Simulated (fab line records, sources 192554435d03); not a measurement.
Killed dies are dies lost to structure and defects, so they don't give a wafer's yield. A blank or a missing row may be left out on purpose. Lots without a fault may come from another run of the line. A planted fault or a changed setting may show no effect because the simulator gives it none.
One fault seen from 3 desks | flow n5_finfet | each desk has only its own numbers; what lay behind them comes last

THE TOOL OWNER'S DESK: cvd_co-02
The tool's own readings at N5_BEOL_M1_PRE_CLEAN_60 (time 15 s): means of the sampled wafers that have a number, for each lot that ran on this tool. A lot is out of limits, marked OUT, if its mean lies more than 4 standard deviations from the usual mean; the brackets give that distance.
Columns: A = heater_power_w at N5_BEOL_M1_PRE_CLEAN_60, usual 76 W
lot  | first seen here | A
L667 | day 8 16:07     | 68
L677 | day 11 06:31    | 75
This desk's finding: nothing out of limits on any of the 2 lots.

THE METROLOGY DESK
What the gauges read, lot by lot, whatever tool the lot ran on: means of the sampled wafers that have a number. A lot is out of limits, marked OUT, if its mean lies more than 4 standard deviations from the usual mean; the brackets give that distance. Of its 12 readings 7 are shown: those that lie furthest out on some lot.
Columns: A = M1_THK at N5_BEOL_M1_THK_MEAS_53, usual 40.5 nm; B = M1_RS at N5_BEOL_M1_RS_MEAS_58, usual 0.67 ohm/sq; C = DIBL_N at N5_BEOL_M4_RC_MEAS_101, usual 36.0 mV/V; D = IOFF_P at N5_BEOL_M4_RC_MEAS_101, usual 0.22 nA/um; E = SS_P at N5_BEOL_M4_RC_MEAS_101, usual 73.3 mV/dec; F = VT_N at N5_BEOL_M4_RC_MEAS_101, usual 249.5 mV; G = VT_P at N5_BEOL_M4_RC_MEAS_101, usual -249.2 mV
lot  | first seen here | A    | B    | C    | D    | E    | F     | G
L667 | day 8 16:05     | 38.8 | 0.71 | 36.6 | 0.24 | 73.1 | 247.8 | -246.8
L669 | day 9 11:40     | 41.0 | 0.67 | 35.7 | 0.21 | 72.7 | 252.1 | -248.3
L672 | day 10 06:41    | 41.6 | 0.65 | 35.9 | 0.21 | 72.9 | 251.4 | -249.8
L677 | day 11 06:28    | 41.2 | 0.67 | 37.5 | 0.26 | 74.0 | 249.1 | -245.4
L681 | day 12 05:22    | 41.5 | 0.65 | 36.0 | 0.23 | 73.4 | 247.6 | -247.4
This desk's finding: nothing out of limits on any of the 5 lots.

THE DEFECT DESK
What the inspections along the route counted, lot by lot: means of the sampled wafers that have a number. A lot is out of limits, marked OUT, if its mean lies more than 4 standard deviations from the usual mean; the brackets give that distance.
Columns: A = raw_defect_count at N5_BEOL_M1_INSPECT_59, usual 75
lot  | first seen here | A
L667 | day 8 16:22     | 62
L669 | day 9 11:57     | 132
L672 | day 10 07:02    | 60
L677 | day 11 06:46    | 287 (+8.8) OUT
L681 | day 12 05:39    | 66
This desk's finding: out of limits on L677; first on L677, day 11 06:46 (raw_defect_count at N5_BEOL_M1_INSPECT_59). In limits: L667, L669, L672, L681.

PUT TOGETHER
The defect desk could have raised an alarm at day 11 06:46, on L677.
The tool owner's desk saw nothing out of limits.
The metrology desk saw nothing out of limits.
The tool owner's desk has L677 on record, within its limits.
The metrology desk has L677 on record, within its limits.
Of the lots named, all ran N5_BEOL_M1_PRE_CLEAN_60 on cvd_co-02.

WHAT THE SIMULATOR HAD PUT IN
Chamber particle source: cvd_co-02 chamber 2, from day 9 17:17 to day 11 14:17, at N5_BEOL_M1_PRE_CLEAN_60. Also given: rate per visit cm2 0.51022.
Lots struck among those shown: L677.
Hours from the fault's start to each desk's first reading out of limits: the defect desk, 37.
